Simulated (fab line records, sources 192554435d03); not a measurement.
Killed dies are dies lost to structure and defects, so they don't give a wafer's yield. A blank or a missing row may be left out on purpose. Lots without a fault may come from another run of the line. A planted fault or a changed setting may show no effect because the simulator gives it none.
fab line records | flow n5_finfet
record lots=5 wafers=15 last_day=17
route steps=1938 shown BEOL_M5@1176 BEOL_M6@1194 PASSIVATION@1936
lots that met no fault: from a run of the same line without faults
start_h: hours from the record's first day to the start of the lot's first wafer shown | wait_h: hours since the lot's step before | " the same as in the row above | L1.1+2: a row that stands for several wafers | - no value, or no start given | * or withheld: withheld | < > ~ a bound
route shown NAME@n: a module of which the file shows steps, and the number in the route of the first | usual: mean/standard deviation of fault-free wafers | same: alike in all rows | chamber/n: place in a boat | sites: the reading at each site | _std_site: their standard deviation | _edge_site: outer sites' mean less inner sites' | radius_mm: how far each site lies from the wafer's centre | mask NAME#n: copy n | behind: the tool/chamber that last shaped the wafer | hold: why the lot was held/for how many hours/how that ended | device: the transistor (n, p or np) that didn't switch | end of line: the same wafers' tests at the end of the route | a step without rows: its recipe alone | killed: dies lost to structure and defects at the first sort, not the wafer's yield | map: a wafer's dies, x killed, . not, _ none there
set.NAME: the setting as run; set.NAME@STEP: as run at that earlier step | model.NAME: the simulator's own value behind a step, which no gauge read
lots at some steps of the route; a table a step, a row a wafer
services: from which hour (start_h, from the record's first day; less than 0 if before it) a tool's chamber was out of use, for how many hours, and why
## steps
# step N5_BEOL_M5_ANNEAL_49
# recipe temp_c=400 time_s=1800 ambient=vacuum
# step N5_BEOL_M5_SPUTTER_81
# recipe material=Cu target_thk_a=150 temp_c=-20 chamber_pressure_pa=0.07 power_w=withheld time_s=27.62
# step N5_BEOL_M5_ANNEAL_82
# recipe temp_c=400 time_s=1800 ambient=vacuum
# usual heater_power_w=802/93 susceptor_temp_C_max=400.9/0.36
# columns lot.wafer tool chamber start_h wait_h heater_power_w susceptor_temp_C_max
L930.2 pvd_sputter-01 - 211.92 0.0 801 401.1
L930.3 " - " " 823 400.5
L930.6 " - " " 867 400.5
L931.1 pvd_sputter-03 - 215.55 0.0 976 400.6
L931.4 " - " " 679 400.5
L931.5 " - " " 853 400.7
L937.1 pvd_sputter-01 - 260.31 0.0 809 401.0
L937.2 " - " " 820 400.6
L937.4 " - " " 800 400.7
L938.1 pvd_sputter-03 - 264.70 0.0 703 401.2
L938.2 " - " " 943 400.8
L938.6 " - " " 961 400.3
L943.3 pvd_sputter-01 - 289.48 0.0 807 400.6
L943.4 " - " " 784 401.3
L943.6 " - " " 805 401.3
# step N5_BEOL_M5_SPUTTER_83
# recipe material=Cu target_thk_a=150 temp_c=-20 chamber_pressure_pa=0.07 power_w=withheld time_s=27.62
# usual throttle_valve_pct=30.1/0.69
# columns lot.wafer tool chamber start_h wait_h throttle_valve_pct
L930.2 pvd_sputter-01 - 212.93 0.5 30.5
L930.3 " - " " 30.6
L930.6 " - " " 29.9
L931.1 pvd_sputter-03 - 216.56 0.5 30.6
L931.4 " - " " 30.0
L931.5 " - " " 28.5
L937.1 pvd_sputter-01 - 261.31 0.5 30.6
L937.2 " - " " 29.5
L937.4 " - " " 30.5
L938.1 pvd_sputter-03 - 265.70 0.5 30.5
L938.2 " - " " 30.7
L938.6 " - " " 30.8
L943.3 pvd_sputter-01 - 290.49 0.5 30.6
L943.4 " - " " 30.7
L943.6 " - " " 30.6
# step N5_BEOL_M5_ANNEAL_84
# recipe temp_c=400 time_s=1800 ambient=vacuum
# step N5_BEOL_M5_SPUTTER_88
# recipe material=Cu target_thk_a=150 temp_c=-20 chamber_pressure_pa=0.07 power_w=withheld time_s=27.62
# step N5_BEOL_M5_ANNEAL_89
# recipe temp_c=400 time_s=1800 ambient=vacuum
# step N5_BEOL_M5_SPUTTER_90
# recipe material=Cu target_thk_a=45 temp_c=-20 chamber_pressure_pa=0.07 power_w=withheld time_s=8.29
# step N5_BEOL_M5_ECD_50
# recipe material=Cu target_thk_a=3000
# step N5_BEOL_M5_ANNEAL_51
# recipe temp_c=225 time_s=90 ambient=N2
# step N5_BEOL_M5_CMP_52
# recipe stop_on=SiCOH_lowk t_overpolish_s=6.9 down_force_psi=1 platen_rpm=50 clearing_platen_down_force_psi=1.5 clearing_platen_rpm=50 post_cmp_clean=cu_alkaline target_thk_nm=62 clearing_platen_pad_velocity_m_s=0.99484 pad_velocity_m_s=0.99484
# step N5_BEOL_M5_THK_MEAS_53
# recipe thk_meas_gauge=xrf reads=Cu_of_BEOL_M5_ECD_50
# usual M5_THK=61.5/1.8
# columns lot.wafer tool chamber start_h wait_h M5_THK[nm]
L930.2 film_metro-02 - 215.90 - 61.3
L930.3 " - " " 59.4
L930.6 " - " " 62.3
L931.1 film_metro-02 - 219.66 - 64.5
L931.4 " - " " 62.8
L931.5 " - " " 65.0
L937.1 film_metro-02 - 268.01 - 60.9
L937.2 " - " " 61.4
L937.4 " - " " 61.6
L938.1 film_metro-01 - 268.67 - 58.7
L938.2 " - " " 60.8
L938.6 " - " " 59.5
L943.3 film_metro-01 - 293.47 - 60.9
L943.4 " - " " 60.6
L943.6 " - " " 61.8
# step N5_BEOL_M5_PRE_CLEAN_77
# recipe gas=NH3/H2 time_s=15 temp_c=* rf_power_w=300
# usual heater_power_w=81/11 rf_fwd_power_W=297.5/1.1
# columns lot.wafer tool chamber start_h wait_h heater_power_w rf_fwd_power_W
L930.2 cvd_co-02 0 215.93 0.0 70 298.9
L930.3 " 2 " " 99 296.5
L930.6 " 2 " " 95 297.5
L931.1 cvd_co-01 2 219.70 0.0 79 297.2
L931.4 " 2 " " 83 297.1
L931.5 " 2 " " 81 298.5
L937.1 cvd_co-02 1 268.05 0.0 85 297.5
L937.2 " 2 " " 95 295.3
L937.4 " 1 " " 85 296.6
L938.1 cvd_co-01 2 268.71 0.0 83 299.8
L938.2 " 1 " " 63 297.1
L938.6 " 2 " " 86 298.9
L943.3 cvd_co-02 1 293.51 0.0 84 297.5
L943.4 " 2 " " 96 296.5
L943.6 " 1 " " 83 297.0
# step N5_BEOL_M5_CO_CAP_78
# recipe material=Co target_thk_a=20 temp_c=200 precursor=CCTBA/H2 pressure_torr=30 time_s=102.1
# usual heater_power_w=231/14
# columns lot.wafer tool chamber start_h wait_h heater_power_w
L930.2 cvd_co-02 0 215.97 0.0 212
L930.3 " 2 " " 251
L930.6 " 2 " " 247
L931.1 cvd_co-01 2 219.76 0.0 236
L931.4 " 2 " " 231
L931.5 " 2 " " 237
L937.1 cvd_co-02 1 268.09 0.0 227
L937.2 " 2 " " 251
L937.4 " 1 " " 235
L938.1 cvd_co-01 2 268.75 0.0 234
L938.2 " 1 " " 208
L938.6 " 2 " " 233
L943.3 cvd_co-02 1 293.55 0.0 235
L943.4 " 2 " " 253
L943.6 " 1 " " 236
# step N5_BEOL_M5_PRE_CLEAN_55
# recipe gas=NH3 time_s=15 temp_c=withheld rf_power_w=300
# step N5_BEOL_M5_DEP_56
# recipe material=SiCN target_thk_a=80 temp_c=withheld precursor=3MS/NH3 pressure_torr=3 rf_w=202 time_s=14
# usual rf_fwd_power_W=200.1/0.7 showerhead_plenum_p_Torr=3.667/0.015 throttle_valve_pct=9.1/0.41
# columns lot.wafer tool chamber start_h wait_h rf_fwd_power_W showerhead_plenum_p_Torr throttle_valve_pct
L930.2 pecvd-04 1 216.09 0.0 199.5 3.681 9.0
L930.3 " 0 " " 199.0 3.653 9.3
L930.6 " 2 " " 199.4 3.643 9.4
L931.1 pecvd-04 2 219.91 0.0 200.9 3.655 9.3
L931.4 " 0 " " 200.3 3.647 9.2
L931.5 " 1 " " 200.3 3.689 9.1
L937.1 pecvd-04 1 268.20 0.0 199.4 3.681 9.0
L937.2 " 2 " " 200.0 3.640 9.2
L937.4 " 0 " " 200.2 3.657 9.4
L938.1 pecvd-03 2 268.86 0.0 199.4 3.668 9.0
L938.2 " 0 " " 199.9 3.661 9.8
L938.6 " 0 " " 200.3 3.671 9.7
L943.3 pecvd-04 0 293.69 0.0 199.9 3.651 9.2
L943.4 " 1 " " 200.4 3.687 9.0
L943.6 " 1 " " 200.3 3.678 8.7
# step N5_BEOL_M5_RS_MEAS_57
# recipe thk_meas_gauge=four-point-probe reads=Co_of_BEOL_M5_CO_CAP_78+Cu_of_BEOL_M5_ECD_50+Co_of_BEOL_M5_CVD_47+TaN_of_BEOL_M5_ALD_86
# usual M5_RS=0.386/0.013
# columns lot.wafer tool chamber start_h wait_h M5_RS[ohm/sq]
L930.2 film_metro-02 - 216.16 0.1 0.387
L930.3 " - " " 0.402
L930.6 " - " " 0.381
L931.1 film_metro-02 - 219.98 0.0 0.368
L931.4 " - " " 0.378
L931.5 " - " " 0.362
L937.1 film_metro-01 - 268.27 0.0 0.394
L937.2 " - " " 0.390
L937.4 " - " " 0.391
L938.1 film_metro-01 - 268.93 0.0 0.401
L938.2 " - " " 0.385
L938.6 " - " " 0.399
L943.3 film_metro-02 - 293.76 0.1 0.392
L943.4 " - " " 0.390
L943.6 " - " " 0.381
# step N5_BEOL_M5_INSPECT_58
# recipe inspect_instrument=darkfield mode=post_dep
# usual raw_defect_count=67/19
# columns lot.wafer tool chamber start_h wait_h raw_defect_count
L930.2 defect_inspect-02 - 216.18 0.0 106
L930.3 " - " " 72
L930.6 " - " " 64
L931.1 defect_inspect-02 - 220.25 0.3 67
L931.4 " - " " 79
L931.5 " - " " 62
L937.1 defect_inspect-01 - 268.30 0.0 64
L937.2 " - " " 41
L937.4 " - " " 86
L938.1 defect_inspect-01 - 268.96 0.0 362
L938.2 " - " " 71
L938.6 " - " " 312
L943.3 defect_inspect-01 - 293.79 0.0 72
L943.4 " - " " 92
L943.6 " - " " 68
# step N5_BEOL_M6_ILD_DEP_00
# recipe material=SiCOH_lowk target_thk_a=1797.5 temp_c=300 precursor=DEMS/porogen pressure_torr=5 rf_w=500 time_s=33.4
# step N5_BEOL_M6_CURE_74
# recipe temp_c=385 time_s=240 ambient=He/Ar material=SiCOH_lowk
# step N5_BEOL_M6_THK_MEAS_01
# recipe reads=SiCOH_lowk_of_BEOL_M6_ILD_DEP_00
# usual M6_ILD_THK=154.4/2.1
# columns lot.wafer tool chamber start_h wait_h M6_ILD_THK[nm]
L930.2 film_metro-01 - 216.82 0.4 153.3
L930.3 " - " " 155.3
L930.6 " - " " 154.6
L931.1 film_metro-02 - 220.88 0.4 149.9
L931.4 " - " " 154.6
L931.5 " - " " 154.1
L937.1 film_metro-02 - 269.31 0.4 153.6
L937.2 " - " " 151.4
L937.4 " - " " 156.9
L938.1 film_metro-02 - 269.57 0.4 152.0
L938.2 " - " " 154.6
L938.6 " - " " 153.6
L943.3 film_metro-01 - 294.49 0.3 156.2
L943.4 " - " " 155.2
L943.6 " - " " 157.3
# step N5_BEOL_M6_PECVD_70
# recipe material=SiO2 target_thk_a=200 temp_c=400 precursor=TEOS/O2 pressure_torr=5.5 rf_w=450 teos_flow_sccm=53.8 gas=O2 flow_sccm=3000 time_s=22.7
# usual heater_power_w=701/60 rf_fwd_power_W=445.3/2 showerhead_plenum_p_Torr=8.78/0.066 throttle_valve_pct=22.5/0.91
# columns lot.wafer tool chamber start_h wait_h heater_power_w rf_fwd_power_W showerhead_plenum_p_Torr throttle_valve_pct
L930.2 pecvd-02 0 216.86 0.0 688 451.1 8.86 21.2
L930.3 " 0 " " 684 449.0 8.89 21.9
L930.6 " 1 " " 717 444.5 8.72 23.8
L931.1 pecvd-01 1 220.92 0.0 680 440.7 8.77 21.8
L931.4 " 0 " " 661 442.8 8.76 23.7
L931.5 " 2 " " 711 447.2 8.80 22.1
L937.1 pecvd-01 2 269.35 0.0 694 444.8 8.81 22.5
L937.2 " 0 " " 732 444.4 8.72 23.7
L937.4 " 0 " " 759 445.2 8.74 23.5
L938.1 pecvd-04 1 269.61 0.0 614 445.3 8.89 22.1
L938.2 " 0 " " 633 445.0 8.70 23.1
L938.6 " 1 " " 626 445.9 8.87 22.2
L943.3 pecvd-04 1 294.55 0.1 656 444.3 8.86 22.2
L943.4 " 0 " " 657 446.4 8.71 23.0
L943.6 " 1 " " 643 444.2 8.85 22.1
# step N5_BEOL_M6_HM_DEP_02
# recipe material=TiN target_thk_a=200 temp_c=25 chamber_pressure_pa=0.49996
# step N5_BEOL_M6_COAT_59
# recipe resist=SOC temp_c=250 time_s=60 spin_rpm=1500 resist_thk_nm=100
# step N5_BEOL_M6_COAT_60
# recipe resist=SiARC temp_c=220 time_s=60 spin_rpm=1500 resist_thk_nm=35
# step N5_BEOL_M6_COAT_05
# recipe resist=CAR-ArF spin_rpm=1500 resist_thk_nm=90
# step N5_BEOL_M6_EBR_07
# recipe solvent=PGMEA ebr_width_mm=1.5
# step N5_BEOL_M6_SOFTBAKE_06
# recipe temp_c=110 time_s=60 resist=CAR-ArF
# step N5_BEOL_M6_EXPOSE_08
# recipe mask_id=M6 na=1.35 source_shape=dipole sigma_inner=0.817 sigma_outer=0.97 polarization=te dose_mj=68.25
# step N5_BEOL_M6_PEB_09
# recipe peb_temp_c=withheld peb_time_s=60 resist=CAR-ArF
# step N5_BEOL_M6_DEVELOP_10
# recipe develop_time_s=30 developer=TMAH resist=CAR-ArF rinse_liquid=diw dry=air_spin dev_temp_c=23
# step N5_BEOL_M6_CD_MEAS_11
# recipe target_cd_nm=38.5 landing_energy_ev=500 detector=se_inlens polarity=opening
# usual cd_nm=38.3/0.47
# columns lot.wafer tool chamber start_h wait_h cd_nm
L930.2 cd_sem-02 0 219.14 - 38.0
L930.3 " 0 " " 38.6
L930.6 " 0 " " 38.8
L931.1 cd_sem-02 0 221.63 - 37.4
L931.4 " 0 " " 38.3
L931.5 " 0 " " 38.7
L937.1 cd_sem-03 0 271.39 - 38.1
L937.2 " 0 " " 38.2
L937.4 " 0 " " 38.4
L938.1 cd_sem-03 0 271.55 - 37.9
L938.2 " 0 " " 38.4
L938.6 " 0 " " 38.8
L943.3 cd_sem-01 0 296.67 - 37.6
L943.4 " 0 " " 37.8
L943.6 " 0 " " 37.4
# step N5_BEOL_M6_OVL_MEAS_12
# recipe points_per_wafer=44
# usual M6_OVL=-0.2/0.67
# columns lot.wafer tool chamber start_h wait_h M6_OVL[nm]
L930.2 overlay-02 0 219.17 0.0 0.6
L930.3 " 0 " " -0.2
L930.6 " 0 " " -0.3
L931.1 overlay-02 0 221.67 0.0 -0.9
L931.4 " 0 " " -1.5
L931.5 " 0 " " -0.6
L937.1 overlay-02 0 271.42 0.0 -1.1
L937.2 " 0 " " 0.2
L937.4 " 0 " " -0.3
L938.1 overlay-02 0 271.58 0.0 -0.2
L938.2 " 0 " " 0.1
L938.6 " 0 " " 0.2
L943.3 overlay-02 0 296.73 0.1 0.8
L943.4 " 0 " " 1.2
L943.6 " 0 " " 0.2
# step N5_BEOL_M6_INSPECT_13
# recipe mode=adi inspect_instrument=brightfield
# usual raw_defect_count=378/82
# columns lot.wafer tool chamber start_h wait_h raw_defect_count
L930.2 defect_inspect-02 - 219.19 0.0 512
L930.3 " - " " 436
L930.6 " - " " 477
L931.1 defect_inspect-02 - 221.69 0.0 301
L931.4 " - " " 401
L931.5 " - " " 320
L937.1 defect_inspect-02 - 271.44 0.0 354
L937.2 " - " " 333
L937.4 " - " " 354
L938.1 defect_inspect-01 - 271.61 0.0 722
L938.2 " - " " 363
L938.6 " - " " 796
L943.3 defect_inspect-02 - 296.76 0.0 503
L943.4 " - " " 425
L943.6 " - " " 341
# step N5_BEOL_M6_DESCUM_16
# recipe chemistry=O2 time_s=7.9 source_power_w=50 bias_power_w=20 pressure_mtorr=20 rf_frequency_hz=2.712e+07 temp_c=40 resist=CAR-ArF o2_flow_sccm=225
# step N5_PASSIVATION_PROBE_49
# usual defect_limited_yield=91.4/1.5 killed_at_M0_to_M3=34/12 killed_at_M4_up=12/4.9 killed_at_contacts=13/7.2 killed_at_front_end=39/12 killed_at_other=3.7/2.9 killed_dies=101/18 killed_open=67/14 killed_short=33/7.2 sort_bin_4_leakage=0.00/0.022 sort_bin_5_function=5.1/0.97 sort_bin_6_memory=3.2/0.67 sort_n_pass=1079/17 sort_yield_pct=91.4/1.5
# same gross_dies=1180 killed_at_back_side=0 sort_bin_8_speed[%]=0
# columns lot.wafer tool chamber start_h wait_h defect_limited_yield[%] killed_at_M0_to_M3 killed_at_M4_up killed_at_contacts killed_at_front_end killed_at_other killed_dies killed_open killed_short sort_bin_4_leakage[%] sort_bin_5_function[%] sort_bin_6_memory[%] sort_n_pass sort_yield_pct[%]
L937.4 prober-01 - 357.01 0.2 92.7 30 7 11 35 3 86 58 27 0 4.3 2.8 1094 92.7
L938.1 prober-01 - 364.29 0.0 88.0 17 88 12 22 3 142 51 14 0 8.4 2.8 1038 88.0
L938.6 prober-01 - 364.54 0.3 86.7 22 89 8 36 2 157 47 26 0 8.1 4.2 1023 86.7
# killed by level:class
L937.4 FIN_SAQP:geometric_particle:open=16 FIN_SAQP:geometric_particle:short=7 MOL_CONTACT_COAG:geometric_particle:open=7 BEOL_M0_SAQP:geometric_particle:short=7 BEOL_M1:geometric_particle:open=6 BEOL_M0_SAQP:geometric_particle:open=6 BEOL_M3:geometric_particle:open=6 MOL_CONTACT_COAG:geometric_particle:short=4
L938.1 BEOL_M5:unspecified=77 MOL_CONTACT_COAG:geometric_particle:open=9 GATE_CUT:geometric_particle:open=6 BEOL_M2:geometric_particle:open=5 DUMMY_GATE:geometric_particle:open=4 BEOL_M3:geometric_particle:open=4 BEOL_M5:geometric_particle:open=4 STARTING-WAFER:geometric_particle:open=4
L938.6 BEOL_M5:unspecified=81 STI_FIN_REVEAL:geometric_particle:open=10 MOL_CONTACT_COAG:geometric_particle:open=7 BEOL_M2:geometric_particle:open=7 FIN_SAQP:geometric_particle:short=6 DUMMY_GATE:geometric_particle:open=5 BEOL_M3:geometric_particle:open=5 BEOL_M4:geometric_particle:open=4
# map L938.6 (x killed, . not)
_________________..xxxxxx....________________
______________.xxxxxxxxxxxx....._____________
___________....xxxxx.xxxxxxx.......__________
__________x..x.xxxxxxxxxxxxx........_________
________.......x.xxxxxxxx...x...x.x..._______
_______.......x.x.xxxxxxx.x.........x..______
______.....x..x.xxxxxxxxxx.x......x...x._____
_____...........x.x.xxx.x................____
____.............x....x..x................___
___....................x......x............__
___x.............xx..x.............x....x..__
__.x..............xx..........x....x..x..x.._
__..........x........x.x...................._
_.....x.....x.....xx.....x.........x.........
_......................x..........x.x........
_................x...................x.......
_.....x...........x.......x..................
_........x...................................
_.........x.............x...........x........
_............................................
_.............x.....................x.x......
__.........................................._
__................x..................x..x..._
___....x.................x.................__
___...........x.............x............x.__
____......x.......x................x......___
_____..........xx..x.x...................____
______.............x...x............x.x._____
_______..................x...x.........______
________..........................x..._______
__________....x....................._________
___________.......x................__________
______________..x............x.._____________
_________________............________________
# map L931.5 (x killed, . not)
_________________x..xx.......________________
______________...x.........x...._____________
___________..........x....xx.......__________
__________.........................x_________
________....................x........._______
_______..xx.......x..............x.....______
______.........x..x.....x.........x....._____
_____......x...x...........x............x____
____.............x...x....................___
___....x.x..........xx.x.....x....x..x....x__
___......x.x........x......x...........x.x.__
__.........................................x_
__.....x....x...............x..............._
_.......x.....x........x.....x..........x....
_...x......................x.................
_...x............x..x.....x.....x.......x....
_...........xx...............x.x......x......
_.....................x....x..x..............
_.........................................x..
_........x.x..........x......x...............
_.....x.x..x...x.x.........................x.
__...........x.x.x........x................._
__...........x....x...................xx...._
___.x.......x............xx............xx..__
___...x....x....x................x.x..x....__
____x...............................xx....___
_____..................x.............x...____
______.....x...x..x....................._____
_______..............................x.______
________.................x.xx........._______
__________......x................x.._________
___________......x.....x...........__________
______________...x..x......x...._____________
_________________...xx.......________________
## services
# columns tool chamber start_h hours kind
pecvd-04 - 189.42 0.3 repair
cvd_co-01 1 199.28 - clean
cvd_co-01 1 199.28 22.0 scheduled_down
cvd_co-01 1 199.28 22.0 vent_cycle
pecvd-02 2 202.38 - clean
pecvd-02 2 202.38 - consumable_replace:showerhead
pecvd-02 2 202.38 29.0 scheduled_down
pecvd-02 2 202.38 29.0 vent_cycle
pecvd-03 2 210.24 18.6 repair
pecvd-01 0 214.63 5.5 scheduled_down
pecvd-03 1 230.40 2.1 scheduled_down
pecvd-04 0 233.51 2.1 scheduled_down
pecvd-04 1 236.22 5.5 scheduled_down
pecvd-04 2 241.68 16.5 scheduled_down
pecvd-04 1 277.93 6.6 repair
cvd_co-01 - 280.61 0.2 repair
pecvd-01 1 285.45 3.6 repair
pecvd-03 - 288.28 0.2 repair
pecvd-04 2 290.08 10.2 scheduled_down
## key
first_sign step=N5_BEOL_M5_INSPECT_58 reading=raw_defect_count direction=up sigmas=14 usual=67 struck=337
effect step=N5_BEOL_M6_INSPECT_13 reading=raw_defect_count direction=up sigmas=4.6 usual=378 struck=759
effect step=N5_PASSIVATION_PROBE_49 reading=killed_at_M4_up direction=up sigmas=16 usual=12 struck=88
more_kills_born_at N5_BEOL_M5_PRE_CLEAN_77@cvd_co-01=158
met_at N5_BEOL_M5_PRE_CLEAN_77
struck_wafers L938.1,L938.6
onset_between 219.70 268.71
fault kind=chamber_particle_source tool=cvd_co-01 chamber=2 onset_h=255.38 steps=N5_BEOL_M5_PRE_CLEAN_77 rate_per_visit_cm2=0.391 end_h=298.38
